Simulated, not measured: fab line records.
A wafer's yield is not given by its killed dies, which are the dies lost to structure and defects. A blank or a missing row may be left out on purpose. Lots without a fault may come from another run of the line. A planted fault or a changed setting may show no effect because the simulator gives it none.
fab line records ; flow n5_finfet
record: lots: 4; wafers: 12; last_day: 17
route steps=1938 shown DUMMY_REMOVAL@383 HKMG_FIN@385 BEOL_M4@1111 PASSIVATION@1936
lots untouched by any fault: they come from a run of this same line in which no faults occurred
start_h: start of the lot's first displayed wafer, in hours after the record's first day ; wait_h: hours elapsed since this lot's preceding step ; " identical to the entry in the row above ; L1.1+2: one row covering several wafers at once ; - no value, or no start given ; * or withheld: withheld ; < > ~ a bound
route shown NAME@n: names a module that has steps shown in the file, with the first one's number in the route ; usual: mean/standard deviation of fault-free wafers ; same: alike in all rows ; chamber/n: place in a boat ; sites: the reading at each site ; _std_site: the standard deviation of these ; _edge_site: inner sites' mean taken away from outer sites' mean ; radius_mm: how far each site lies from the wafer's centre ; mask NAME#n: copy n ; behind: the last tool/chamber to shape the wafer ; hold: cause of the lot's hold/its duration in hours/its outcome ; device: whichever transistor did not switch (one of n, p or np) ; end of line: the tests these same wafers got at the end of their route ; a step with no rows: only its recipe ; killed: dies lost to structure and defects at the first sort, not the wafer's yield ; map: a wafer's dies, marking killed ones x, the rest . and places with no die _
set.NAME: the setting the step ran with; set.NAME@STEP: the setting that earlier step ran with ; model.NAME: the simulator's own value behind a step, which no gauge read
certain route steps with their lots: each step a table, each wafer a row
services: from which hour (start_h, from the record's first day; less than 0 if before it) a tool's chamber was out of use, for how many hours, and why
== steps ==
step: N5_DUMMY_REMOVAL_PRECLEAN_04
recipe: chemistry: DHF; time_s: 37; temp_c: 25; dilution: 500:1
step: N5_DUMMY_REMOVAL_SRD_05
recipe: dry: ipa_marangoni; do_ppb: 5; time_s: 30; temp_c: 23; rinse_liquid: diw
step: N5_HKMG_FIN_IL_REGROW_00
recipe: material: SiO2; target_thk_a: 7.5; chemistry: O3; temp_c: withheld; time_s: 30
step: N5_HKMG_FIN_HK_ALD_01
recipe: material: HfO2; target_thk_a: 16; temp_c: withheld; ald_precursor_family: HfCl4; ald_co_reactant: H2O; pulse_time_s: 3; purge_time_s: 3; co_reactant_purge_time_s: 2.5; co_reactant_pulse_time_s: 0.3; ald_cycles: 30
step: N5_HKMG_FIN_HK_ANNEAL_02
recipe: temp_c: 700; time_s: 30; ambient: N2; idle_temp_c: 600; ramp_up_c_per_s: 150; ramp_down_c_per_s: 60; cool_to_c: 600
step: N5_HKMG_FIN_ALD_74
recipe: material: La2O3; target_thk_a: 5; temp_c: 250; ald_precursor_family: La-Cp; ald_co_reactant: O3; pulse_time_s: 6; co_reactant_pulse_time_s: 1; purge_time_s: 3; co_reactant_purge_time_s: 3
step: N5_HKMG_FIN_ALD_75
recipe: material: Al2O3; target_thk_a: 10; temp_c: 150; ald_precursor_family: TMA; ald_co_reactant: H2O; pulse_time_s: withheld; co_reactant_pulse_time_s: 1
step: N5_HKMG_FIN_COAT_41
recipe: resist: SOC; temp_c: 250; time_s: 60; spin_rpm: 1500; resist_thk_nm: 300
step: N5_HKMG_FIN_COAT_42
recipe: resist: SiARC; temp_c: 220; time_s: 60; spin_rpm: 1500; resist_thk_nm: 35
step: N5_HKMG_FIN_COAT_43
recipe: resist: CAR-ArF; spin_rpm: 1500; resist_thk_nm: 90
step: N5_HKMG_FIN_EBR_45
recipe: solvent: PGMEA; ebr_width_mm: 1.5
step: N5_HKMG_FIN_SOFTBAKE_44
recipe: temp_c: 110; time_s: 60; resist: CAR-ArF
step: N5_HKMG_FIN_EXPOSE_46
recipe: mask_id: NDIPOLE; na: 1.35; source_shape: conventional; sigma_outer: 0.8; polarization: unpolarized; dose_mj: 40
lot.wafer;tool;chamber;start_h;wait_h;mask
L670.2+3+4;arfi_scanner-01;0;94.53;-;NDIPOLE#0
L678.2+5+6;arfi_scanner-01;0;146.82;-;NDIPOLE#0
L680.1+4+6;arfi_scanner-01;0;154.14;-;NDIPOLE#0
L687.3+5+6;arfi_scanner-03;0;199.32;-;NDIPOLE#0
step: N5_HKMG_FIN_PEB_47
recipe: peb_temp_c: withheld; peb_time_s: 60; resist: CAR-ArF
step: N5_HKMG_FIN_DEVELOP_48
recipe: develop_time_s: 30; developer: TMAH; resist: CAR-ArF; rinse_liquid: diw; dry: air_spin; dev_temp_c: 23
step: N5_HKMG_FIN_CD_MEAS_49
recipe: target_cd_nm: 202; landing_energy_ev: 500; detector: se_inlens; polarity: opening
usual: cd_nm: 202.1/0.66
lot.wafer;tool;chamber;start_h;wait_h;cd_nm
L670.2;cd_sem-03;0;94.65;-;202.9
L670.3;cd_sem-03;0;94.65;-;201.4
L670.4;cd_sem-03;0;94.65;-;202.3
L678.2;cd_sem-02;0;146.94;-;202.4
L678.5;cd_sem-02;0;146.94;-;202.0
L678.6;cd_sem-02;0;146.94;-;244.7
L680.1;cd_sem-02;0;154.26;-;245.1
L680.4;cd_sem-02;0;154.26;-;201.1
L680.6;cd_sem-02;0;154.26;-;242.8
L687.3;cd_sem-01;0;199.43;-;202.9
L687.5;cd_sem-01;0;199.43;-;202.3
L687.6;cd_sem-01;0;199.43;-;203.5
step: N5_HKMG_FIN_DESCUM_53
recipe: chemistry: O2; time_s: 7.9; source_power_w: 50; bias_power_w: 20; pressure_mtorr: 20; rf_frequency_hz: 2.712e+07; temp_c: 40; resist: CAR-ArF; o2_flow_sccm: 225
step: N5_HKMG_FIN_ETCH_54
recipe: chemistry: CF4; target: SiARC; target_depth_a: 455; mask_material: CAR-ArF; time_s: 75.8; ion_energy_ev: 80; pressure_mtorr: 40; source_w: 545; bias_w: 36; Ar_flow_sccm: 100; cf4_flow_sccm: 100; ends: cleared
usual: drypump_motor_current_A: 5.7/0.54; etch_rf_on_time_s: 76.1/1.3; mfc_ar_sccm: 100.0/0.31; oes_product_au: 0.66/0.066; rf_vpp_V: 184.4/1; showerhead_plenum_p_Torr: 2.17/0.06; throttle_valve_pct: 15.69/0.21
lot.wafer;tool;chamber;start_h;wait_h;drypump_motor_current_A;etch_rf_on_time_s;mfc_ar_sccm;oes_product_au;rf_hours_counter_h;rf_vpp_V;showerhead_plenum_p_Torr;throttle_valve_pct;model.HKMG_FIN.cd_offset_nm
L670.2;rie_diel-05;2;94.77;0.0;5.1;75.7;99.8;0.62;188;185.3;2.22;15.88;0.8
L670.3;rie_diel-05;3;94.77;0.0;5.7;76.3;100.4;0.77;18;186.4;2.27;15.22;-0.2
L670.4;rie_diel-05;1;94.77;0.0;5.7;76.3;99.8;0.71;66;184.1;2.26;15.68;0.2
L678.2;rie_diel-06;0;147.10;0.0;4.9;75.9;99.2;0.74;37;184.4;2.10;15.58;0.2
L678.5;rie_diel-06;0;147.10;0.0;4.9;75.8;99.7;0.74;-;183.0;2.10;15.56;0
L678.6;rie_diel-06;1;147.10;0.0;5.2;77.9;100.4;0.64;-;184.2;2.15;15.52;42.6
L680.1;rie_diel-01;0;154.72;0.0;5.1;78.5;99.2;0.71;51;184.2;2.08;15.56;43.2
L680.4;rie_diel-01;2;154.72;0.0;6.1;75.5;100.0;0.64;-;184.6;2.22;15.74;-1
L680.6;rie_diel-01;0;154.72;0.0;5.1;78.2;99.6;0.71;-;184.3;2.08;15.57;41
L687.3;rie_diel-01;1;199.56;0.0;5.9;74.7;100.1;0.80;15;183.2;2.10;15.44;0.8
L687.5;rie_diel-01;2;199.56;0.0;6.1;75.3;100.1;0.63;-;185.4;2.21;15.77;-0.2
L687.6;rie_diel-01;1;199.56;0.0;5.9;74.7;99.9;0.80;-;184.4;2.10;15.44;1.4
step: N5_HKMG_FIN_ETCH_55
recipe: chemistry: N2/H2; target: SOC; target_depth_a: 2400; temp_c: 40; time_s: 300; ion_energy_ev: 200; mask_material: SiARC; pressure_mtorr: 30; source_w: 840; bias_w: 150; n2_flow_sccm: 200; h2_flow_sccm: 200
step: N5_HKMG_FIN_STRIP_56
recipe: chemistry: N2/H2; temp_c: 40; n2_flow_sccm: 200; h2_flow_sccm: 200; rf_frequency_hz: 6e+07
step: N5_HKMG_FIN_STRIP_57
recipe: chemistry: CF4; resist: SiARC; power_w: 300; bias_power_w: 75; pressure_mtorr: 50; cf4_flow_sccm: 150; rf_frequency_hz: 6e+07
step: N5_HKMG_FIN_ETCH_58
recipe: chemistry: N2/H2; target: SOC; target_depth_a: 2158; ion_energy_ev: 50; bias_w: 13; time_s: 741; pressure_mtorr: 30; source_w: 875; n2_flow_sccm: 200; h2_flow_sccm: 200
usual: drypump_motor_current_A: 5.7/0.54; oes_product_au: 0.78/0.078; rf_vpp_V: 99.2/0.96; showerhead_plenum_p_Torr: 2.57/0.076; throttle_valve_pct: 17.82/0.22
lot.wafer;tool;chamber;start_h;wait_h;drypump_motor_current_A;oes_product_au;rf_hours_counter_h;rf_vpp_V;showerhead_plenum_p_Torr;throttle_valve_pct;model.HKMG_FIN.cd_offset_nm
L670.2;rie_diel-05;2;95.04;0.0;5.1;0.71;188;100.3;2.64;18.01;-0.2
L670.3;rie_diel-05;3;95.04;0.0;5.7;0.90;19;99.7;2.70;17.40;-0.6
L670.4;rie_diel-05;1;95.04;0.0;5.7;0.82;66;100.9;2.69;17.87;0
L678.2;rie_diel-06;0;147.36;0.0;4.9;0.87;37;98.1;2.49;17.73;0.4
L678.5;rie_diel-06;0;147.36;0.0;5.0;0.87;-;98.8;2.49;17.73;0.2
L678.6;rie_diel-06;1;147.36;0.0;5.2;0.76;-;98.8;2.54;17.53;42.2
L680.1;rie_diel-01;0;155.12;0.0;5.1;0.83;52;98.8;2.46;17.60;42.2
L680.4;rie_diel-01;2;155.12;0.0;6.1;0.75;-;99.9;2.65;18.02;-1
L680.6;rie_diel-01;0;155.12;0.0;5.1;0.83;-;97.5;2.46;17.58;40.2
L687.3;rie_diel-01;1;199.82;0.0;5.9;0.93;15;98.8;2.49;17.68;0.8
L687.5;rie_diel-01;2;199.82;0.0;6.1;0.73;-;98.1;2.64;18.06;0.4
L687.6;rie_diel-01;1;199.82;0.0;5.9;0.94;-;97.9;2.49;17.65;1.2
step: N5_HKMG_FIN_STRIP_93
recipe: chemistry: N2/H2; material: SOC; time_s: 20; power_w: 500; temp_c: 40; pressure_mtorr: 50; rf_frequency_hz: 6e+07; bias_power_w: 8; h2_frac: 0.5; n2_flow_sccm: 300; h2_flow_sccm: 300
step: N5_HKMG_FIN_WET_ETCH_76
recipe: chemistry: dNH4OH; mix: 1:50; temp_c: 25; target: Al2O3; stop_on: La2O3; target_depth_nm: 2.25; dry: ipa_marangoni; rinse_time_s: 30; rinse_temp_c: 23
step: N5_HKMG_FIN_STRIP_60
recipe: chemistry: N2/H2; power_w: 2500; temp_c: 300; h2_frac: 0.65; time_s: 360; pressure_mtorr: withheld; n2_flow_sccm: 1750; h2_flow_sccm: 3250
step: N5_HKMG_FIN_WET_ETCH_77
recipe: chemistry: dHCl; mix: 1:10000; temp_c: 25; target: La2O3; stop_on: HfO2; target_depth_nm: 2
step: N5_HKMG_FIN_WET_ETCH_78
recipe: chemistry: dNH4OH; mix: 1:50; temp_c: 25; target: Al2O3; stop_on: La2O3; target_depth_nm: 4.5; dry: ipa_marangoni; rinse_time_s: 30; rinse_temp_c: 23
step: N5_HKMG_FIN_ALD_79
recipe: material: TiN; target_thk_a: 15; temp_c: 400; ald_precursor_family: TiCl4; ald_co_reactant: NH3; pulse_time_s: 1; purge_time_s: 3; co_reactant_purge_time_s: 2; co_reactant_pulse_time_s: 2; ald_cycles: 68; pressure_torr: 3
step: N5_HKMG_FIN_CVD_62
recipe: material: a-Si; target_thk_a: 30; temp_c: 500; precursor: Si2H6; pressure_torr: 1; time_s: 20.8
step: N5_HKMG_FIN_RTA_80
recipe: temp_c: withheld; time_s: 2; ambient: N2; idle_temp_c: 600; ramp_up_c_per_s: 150; ramp_down_c_per_s: 60; cool_to_c: 600
step: N5_HKMG_FIN_PRECLEAN_64
recipe: chemistry: dHF; time_s: 30; temp_c: 25; dilution: withheld
step: N5_HKMG_FIN_WET_ETCH_65
recipe: chemistry: TMAH; temp_c: 70; conc_wt_pct: 5; target: a-Si; stop_on: TiN; time_s: 49; target_depth_nm: 3
step: N5_HKMG_FIN_WET_ETCH_81
recipe: chemistry: SC1; target: TiN; stop_on: HfO2; mix: 1:1:5; temp_c: 60; time_s: 57; target_depth_nm: 6
step: N5_HKMG_FIN_WET_ETCH_82
recipe: chemistry: dHCl; mix: 1:10000; temp_c: 25; target: La2O3; stop_on: HfO2; target_depth_nm: 2; dry: ipa_marangoni; rinse_time_s: 30; rinse_temp_c: 23
step: N5_HKMG_FIN_ALD_36
recipe: material: TiN; target_thk_a: 10; temp_c: 400; ald_precursor_family: TiCl4; ald_co_reactant: NH3; pulse_time_s: 1; purge_time_s: 3; co_reactant_purge_time_s: 2; co_reactant_pulse_time_s: 2; ald_cycles: 47; pressure_torr: 3
step: N5_HKMG_FIN_PWFM_ALD_03
recipe: material: TiN; target_thk_a: 20; temp_c: 400; ald_precursor_family: TiCl4; ald_co_reactant: NH3; pulse_time_s: 1; purge_time_s: 3; co_reactant_purge_time_s: 2; co_reactant_pulse_time_s: 2; ald_cycles: 91; pressure_torr: 3
step: N5_HKMG_FIN_COAT_29
recipe: resist: SOC; temp_c: 250; time_s: 60; spin_rpm: 1500; resist_thk_nm: 300
step: N5_HKMG_FIN_COAT_30
recipe: resist: SiARC; temp_c: 220; time_s: 60; spin_rpm: 1500; resist_thk_nm: 35
step: N5_HKMG_FIN_COAT_06
recipe: resist: CAR-ArF; spin_rpm: 1500; resist_thk_nm: 90
step: N5_BEOL_M4_RC_MEAS_101
usual: DIBL_N: 35.8/1.6; DIBL_P: 36.0/2.1; IOFF_N: 0.153/0.026; IOFF_P: 0.21/0.037; ION_N: 673/11; ION_P: 462/7.6; SS_N: 71.4/0.53; SS_P: 73.2/0.67; VT_N: 250/3.2; VT_P: -250/3.7
lot.wafer;tool;chamber;start_h;wait_h;DIBL_N[mV/V];DIBL_P[mV/V];IOFF_N[nA/um];IOFF_P[nA/um];ION_N[uA/um];ION_P[uA/um];SS_N[mV/dec];SS_P[mV/dec];VT_N[mV];VT_P[mV]
L670.2;prober-01;0;198.29;0.2;37.3;36.1;0.193;0.26;678;470;71.4;73.4;243;-244
L670.3;prober-01;0;198.29;0.2;37.0;35.8;0.178;0.25;677;470;71.6;73.5;246;-246
L670.4;prober-01;0;198.29;0.2;36.1;35.0;0.171;0.24;693;480;71.1;73.5;246;-245
L678.2;prober-02;0;240.85;0.2;34.3;34.2;0.139;0.19;684;462;71.4;72.5;250;-249
L678.5;prober-02;0;240.85;0.2;35.3;34.1;0.137;0.19;665;462;70.9;72.5;252;-251
L680.4;prober-02;0;249.98;0.5;37.4;38.1;0.176;0.26;677;470;72.2;73.0;246;-248
L687.3;prober-02;0;302.71;0.3;39.4;39.4;0.192;0.24;675;463;71.8;73.6;248;-246
L687.5;prober-02;0;302.71;0.3;39.6;40.7;0.196;0.26;671;462;71.4;74.8;247;-247
L687.6;prober-02;0;302.71;0.3;37.3;38.1;0.157;0.22;669;465;70.8;73.8;252;-250
step: N5_PASSIVATION_PROBE_49
usual: defect_limited_yield: 91.3/1.5; killed_at_M0_to_M3: 33/12; killed_at_M4_up: 13/5.2; killed_at_contacts: 13/6.7; killed_at_front_end: 40/11; killed_at_other: 4.1/2.7; killed_dies: 103/17; killed_on_rim: 14/4.2; killed_open: 69/13; killed_short: 33/8.4; sort_bin_5_function: 5.1/1; sort_bin_6_memory: 3.2/0.62; sort_n_pass: 1077/17; sort_yield_pct: 91.3/1.5
same: gross_dies: 1180; killed_at_back_side: 0; sort_bin_4_leakage[%]: 0; sort_bin_8_speed[%]: 0
lot.wafer;tool;chamber;start_h;wait_h;defect_limited_yield[%];killed_at_M0_to_M3;killed_at_M4_up;killed_at_contacts;killed_at_front_end;killed_at_other;killed_dies;killed_on_rim;killed_open;killed_short;sort_bin_5_function[%];sort_bin_6_memory[%];sort_n_pass;sort_yield_pct[%]
L670.2;prober-01;-;299.46;0.1;91.1;51;15;5;27;7;105;11;80;23;5.4;3.4;1075;91.1
L670.3;prober-01;-;299.51;0.1;89.4;43;24;9;39;10;125;13;81;42;6.2;3.8;1055;89.4
L670.4;prober-01;-;299.56;0.2;92.9;22;27;4;25;6;84;6;56;27;4.1;2.7;1096;92.9
L678.2;prober-01;-;344.05;0.1;91.9;33;15;10;32;5;95;10;60;35;4.8;3.1;1085;91.9
L678.5;prober-01;-;344.20;0.2;89.7;25;18;17;58;3;121;13;88;33;6.0;3.8;1059;89.7
L678.6;prober-01;-;344.25;0.3;11.2;29;14;12;989;4;1048;152;75;23;5.8;2.4;132;11.2
L680.1;prober-02;-;363.70;0.0;12.1;39;8;14;970;6;1037;152;74;38;5.2;4.1;143;12.1
L680.4;prober-02;-;363.85;0.2;91.9;37;10;6;42;1;96;18;64;26;4.7;3.0;1084;91.9
L680.6;prober-02;-;363.95;0.3;20.4;28;15;11;881;4;939;151;67;26;4.7;3.3;241;20.4
L687.3;prober-02;-;396.53;0.1;91.1;45;13;7;38;2;105;20;64;38;5.2;3.5;1075;91.1
L687.5;prober-02;-;396.63;0.2;91.8;36;14;9;34;4;97;7;59;36;5.1;2.5;1083;91.8
L687.6;prober-02;-;396.68;0.3;91.8;42;10;6;38;1;97;17;52;44;4.7;2.9;1083;91.8
killed by level:class
L670.2 BEOL_M0_SAQP:geometric_particle:open=12 STI_FIN_REVEAL:geometric_particle:open=10 BEOL_M0_SAQP:geometric_particle:short=10 BEOL_M1:geometric_particle:open=9 BEOL_M2:geometric_particle:open=8 FIN_SAQP:geometric_particle:open=6 BEOL_M4:geometric_particle:open=6 BEOL_M3:geometric_particle:open=5
L670.3 STI_FIN_REVEAL:geometric_particle:open=13 BEOL_M4:geometric_particle:open=8 BEOL_M0_SAQP:geometric_particle:open=8 BEOL_M0_SAQP:geometric_particle:short=8 MOL_CONTACT_COAG:geometric_particle:open=7 BEOL_M3:geometric_particle:open=7 STARTING-WAFER:geometric_particle:short=6 BEOL_M0:geometric_particle:open=5
L670.4 BEOL_M4:geometric_particle:open=15 BEOL_M3:geometric_particle:open=7 BEOL_M0_SAQP:geometric_particle:short=6 STARTING-WAFER:geometric_particle:short=6 GATE_CUT:geometric_particle:short=4 BEOL_M6:geometric_particle:open=4 STI_FIN_REVEAL:geometric_particle:open=3 BEOL_M4:geometric_particle:short=3
L678.2 BEOL_M4:geometric_particle:open=12 MOL_CONTACT_COAG:geometric_particle:open=8 FIN_SAQP:geometric_particle:open=6 BEOL_M0_SAQP:geometric_particle:short=6 BEOL_M3:geometric_particle:open=6 FIN_SAQP:geometric_particle:short=5 BEOL_M1:geometric_particle:open=5 BEOL_M3:geometric_particle:short=5
L678.5 FIN_SAQP:geometric_particle:open=20 MOL_CONTACT_COAG:geometric_particle:open=14 BEOL_M4:geometric_particle:open=12 STI_FIN_REVEAL:geometric_particle:open=11 GATE_CUT:geometric_particle:short=7 BEOL_M1:geometric_particle:open=6 FIN_SAQP:geometric_particle:short=4 BEOL_M0:geometric_particle:open=4
L678.6 HKMG_FIN:area_expose=950 STI_FIN_REVEAL:geometric_particle:open=10 MOL_CONTACT_COAG:geometric_particle:open=9 FIN_SAQP:geometric_particle:open=7 BEOL_M2:geometric_particle:open=7 BEOL_M4:geometric_particle:open=7 GATE_CUT:geometric_particle:open=5 BEOL_M1:geometric_particle:open=5
L680.1 HKMG_FIN:area_expose=925 STI_FIN_REVEAL:geometric_particle:open=15 MOL_CONTACT_COAG:geometric_particle:open=12 BEOL_M3:geometric_particle:open=9 FIN_SAQP:geometric_particle:open=7 BEOL_M0_SAQP:geometric_particle:short=6 GATE_CUT:geometric_particle:short=5 BEOL_M3:geometric_particle:short=5
L680.4 FIN_SAQP:geometric_particle:open=7 STI_FIN_REVEAL:geometric_particle:open=7 BEOL_M3:geometric_particle:open=7 BEOL_M2:geometric_particle:open=6 MOL_CONTACT_COAG:geometric_particle:open=5 DUMMY_GATE:geometric_particle:open=5 GATE_CUT:geometric_particle:open=5 BEOL_M1:geometric_particle:short=5
L680.6 HKMG_FIN:area_expose=844 FIN_SAQP:geometric_particle:open=12 MOL_CONTACT_COAG:geometric_particle:open=9 DUMMY_GATE:geometric_particle:open=7 BEOL_M3:geometric_particle:open=7 BEOL_M5:geometric_particle:open=7 FIN_SAQP:geometric_particle:short=4 STI_FIN_REVEAL:geometric_particle:open=4
L687.3 FIN_SAQP:geometric_particle:short=16 BEOL_M3:geometric_particle:open=10 MOL_CONTACT_COAG:geometric_particle:open=7 BEOL_M0_SAQP:geometric_particle:open=7 BEOL_M0:geometric_particle:open=7 BEOL_M1:geometric_particle:open=7 BEOL_M0_SAQP:geometric_particle:short=6 BEOL_M4:geometric_particle:open=6
L687.5 BEOL_M0_SAQP:geometric_particle:short=9 BEOL_M1:geometric_particle:open=9 FIN_SAQP:geometric_particle:short=8 BEOL_M0_SAQP:geometric_particle:open=8 MOL_CONTACT_COAG:geometric_particle:open=6 BEOL_M4:geometric_particle:open=5 FIN_SAQP:geometric_particle:open=4 STI_FIN_REVEAL:geometric_particle:open=4
L687.6 FIN_SAQP:geometric_particle:short=12 BEOL_M0_SAQP:geometric_particle:short=9 BEOL_M3:geometric_particle:open=9 BEOL_M0_SAQP:geometric_particle:open=8 BEOL_M4:geometric_particle:open=8 FIN_SAQP:geometric_particle:open=7 BEOL_M1:geometric_particle:open=6 BEOL_M1:geometric_particle:short=5
map L678.6 (x killed, . not)
_________________xxxxxxxxxxxx________________
______________xxxxxxxxxxxxxxxxxx_____________
___________xxxxxxxxxxxxxxxxxxxxxxxx__________
__________xxxxxxxxxxxxxxxxxxxxxxxxxx_________
________xxxxxxxxxxx.xxxxx.xxxxxxxxxxxx_______
_______xxxxxxxxxxxxxxxxxxxxxxxxxxxxxxxx______
______xxxxx.xxxxxxx.xxxxxxxxxxxxxxxxxxxx_____
_____xxxxxxxxxxxxxxxxxxx.xx.xxxxxxxxxxxxx____
____xxxxxxxxxxxx.xxx.x.xxxxxxxxx.xxxxxxxxx___
___xxxxxxxxxxxxxxxxx..x.xxxxx.xxxxxxxxxxxxx__
___xxxxxx.xxxxxxxxxx.x.xx..xxxxxxxxxxxxxxxx__
__xxxxxxxxxxxxxxxxxxxxxxx..xxxxxx..xxxxxxxxx_
__xxxxxxxxxxxxxxxx.xxx.xx.xxxxxx.xxxxxxxxxxx_
_xxxxxxxxxxxxx.xxxx....x.x.xxx.xxxxxxxxxxxxxx
_xxxxxxxxxxx..xx...x.xx..x.x.x.xxxxxxxxxxxxxx
_xxxxxxxxx.xxxx.xxxxx...x..xxxxxxxxxxxxxxxxxx
_xxxxxxxxx.xx.xxx.xxxxx..x.x.xxxxxxxxxxxxxxxx
_xxxxxxx.xxxxx.xx.xx.x..x.xxx..xxxxxxxxxxxxxx
_xxxxxx.xxx.xxx..x....x......xxx.xxxx.xxxxxxx
_xxxxxxxxxxxxx......xx....xxxx.xxxxxxxxxxxxxx
_xxxxxxxxxxxxxxxxxx..xx.xxxxxxx.x.xxxxxxxxxxx
__xxxxxxx.xxxx.x.xx.x.xxxxxx.xxxxx.xxxxxxxxx_
__xxxxxxxxx.xx..xxxxx.xx.xxx..xx.xxxxxxxxxxx_
___xxxxxxx.xxxxx.x.xxx.x.xx.xxxx.xxxxxxxxxx__
___xxxxxxxxxxxxxxxxxxx.xxxxxxxxxxxxxxxxxxxx__
____xxxxxx.xxx...x.xxx.xxx..xxxxxxxxxxxxxx___
_____xxxxxxxxxxxxxxxxxxxxxxxxxxxxxxxxxxxx____
______xxxxxxxxxxxxxxxxxxxxxxxxxxxxxxxxxx_____
_______xxxxxxxxxxxxxxxxxxxxxxxxxxxxxxxx______
________xxxxxxxxxxxxxxxxxxxxxxxxxxxxxx_______
__________xxxxxxxxxxxxxxxxxxxxxxxxxx_________
___________xxxxxxxxxxxxxxxxxxxxxxxx__________
______________xxxxxxxxxxxxxxxxxx_____________
_________________xxxxxxxxxxxx________________
map L680.1 (x killed, . not)
_________________xxxxxxxxxxxx________________
______________xxxxxxxxxxxxxxxxxx_____________
___________xxxxxxxxxxxxxxxxxxxxxxxx__________
__________xxxxxxxxxxx.xxxxxxxxxxxxxx_________
________xxxxxxxxxxxxxxxxxxxxxxxxxxxxxx_______
_______xxxxxxxxx.xxxxxxxxxxxxxxxxxxxxxx______
______xxxxxxxxxxxxxx.xxxxxxxxxxxxxxxxxxx_____
_____xxxxxxxxxx.xxxx.xxxxxxxxxxxxxxxxxxxx____
____xxxxxxxxxxxxxx.x.x.xxxxxxxxxxxxxxxxxxx___
___xxxxxxx.xxxxxxxxx.x.xxx..xxxxxx.xxxxxxxx__
___xxxxxxxxxxxxxx.xxx..xxxxxxxxxxxxxxxxxxxx__
__xxxxxxxxxx.xxxxx.x..xx...xxxxxx..xxxxxxxxx_
__xxxxxx.xxx.xxxxxx.xx...xx...xxxxxxxxxxxxxx_
_xxxxxxxxxxxxxxxxx.....x.xxxxxxxxxxxxxxxxxxxx
_xxxxxxxxxxxxxxxxxx..xx.x...xxx.xxxxxxxxxxxxx
_xxxxx.xxxxxx..x...x...xxx...xx.xxxxxxxxxxxxx
_xxxxxxxxx.x.xxxx.x.x.xxxx.....xxxxx.xxxxxxxx
_xxxxxxxxxxxxx.xxxxx.xxx.xxx.xx.xxxxxxxxxxxxx
_xxxxxxxxxxxxx.....x...xx..xx.xxxxxxxxxxxxxxx
_xxxxxxxxxx.xxxx.xx..xxxx...x.xxx.xxxxx.xxxxx
_xxxxxxxxxxxxxxx.xx..xxxx.x.xxx..xxxxxxxxxxxx
__xxxxx.xxxxx.xxx.xxxxxx.xxxxxxxxxxxxxxxxxxx_
__xxxxxxxxxx.x.xxxxxxx..x.xxxxxxxxxx.xxxxxxx_
___xxxxxx.xx.xxxx..xxxxxx.xxx..xxxx.xxxxxxx__
___xxxxxxxxxxxxx.xx.xxxxxx.xx.xxxxxxxxxxxxx__
____xxxxxxxx.xxxxxxxxxx.xxxxx.x.xxxxxxxxxx___
_____xxxxxxxxxxxxxx..xx.xxxx.xxxxxxxxxxxx____
______xxxxxxx.xxxx.xxxxxx..xxxxxx.xxxxxx_____
_______xxxxxxxxxxxxxxxxx.x..xxxxxxxxxxx______
________xxxxxxxxxxxxxxxxxxxxxxxxxxxxxx_______
__________xxxxxxxxxxxxxxxxxxxxxxxxxx_________
___________xxxxxxxxxxxxxxxxxxxxxxxx__________
______________xxxxxxxxxxxxxxxxxx_____________
_________________xxxxxxxxxxxx________________
== services ==
tool;chamber;start_h;hours;kind
rie_diel-06;3;73.64;6.6;repair
rie_diel-05;2;80.74;5.5;repair
arfi_scanner-01;-;88.73;0.8;pm
arfi_scanner-01;-;92.50;1.0;repair
rie_diel-05;0;110.92;6.6;repair
rie_diel-06;1;116.06;7.0;repair
arfi_scanner-01;-;119.30;1.3;pm
arfi_scanner-01;-;120.60;0.8;pm
arfi_scanner-01;-;123.97;4.9;pm
arfi_scanner-01;-;137.92;1.0;pm
rie_diel-01;1;140.38;-;clean
rie_diel-01;1;140.38;-;consumable_replace:focus_ring
rie_diel-01;1;140.38;15.4;scheduled_down
rie_diel-01;1;140.38;15.4;vent_cycle
arfi_scanner-03;-;141.37;1.0;pm
arfi_scanner-03;0;170.10;-;calibration
arfi_scanner-03;-;181.69;0.3;repair
arfi_scanner-03;-;186.12;1.3;pm
arfi_scanner-01;-;194.00;3.1;pm
rie_diel-01;1;194.65;3.8;repair
== key ==
first_sign: step: N5_HKMG_FIN_CD_MEAS_49; reading: cd_nm; direction: up; sigmas: 64; usual: 202.1; struck: 244.2
effect: step: N5_PASSIVATION_PROBE_49; reading: killed_at_front_end; direction: up; sigmas: 82; usual: 40; struck: 947
model_effect: step: N5_HKMG_FIN_ETCH_54; value: HKMG_FIN.cd_offset_nm; without: -0.06667; struck: 42.27
model_effect: step: N5_HKMG_FIN_ETCH_58; value: HKMG_FIN.cd_offset_nm; without: -0.8; struck: 41.53
more_kills_born_at: N5_HKMG_FIN_EXPOSE_46@arfi_scanner-01: 2719
met_at N5_HKMG_FIN_EXPOSE_46
struck_wafers L678.6,L680.1,L680.6
later_rows_left_out L678.6,L680.1,L680.6
onset_between 94.53 146.82
fault: kind: process_parameter_drift; tool: arfi_scanner-01; chamber: -; onset_h: 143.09; steps: N5_HKMG_FIN_EXPOSE_46; channel: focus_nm; offset: 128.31; shape: step; end_h: 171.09; scope: struck_wafers_only
later_rows_left_out: the simulator's readings of these wafers behind a module that went badly wrong aren't trusted and aren't shown, but for the sort
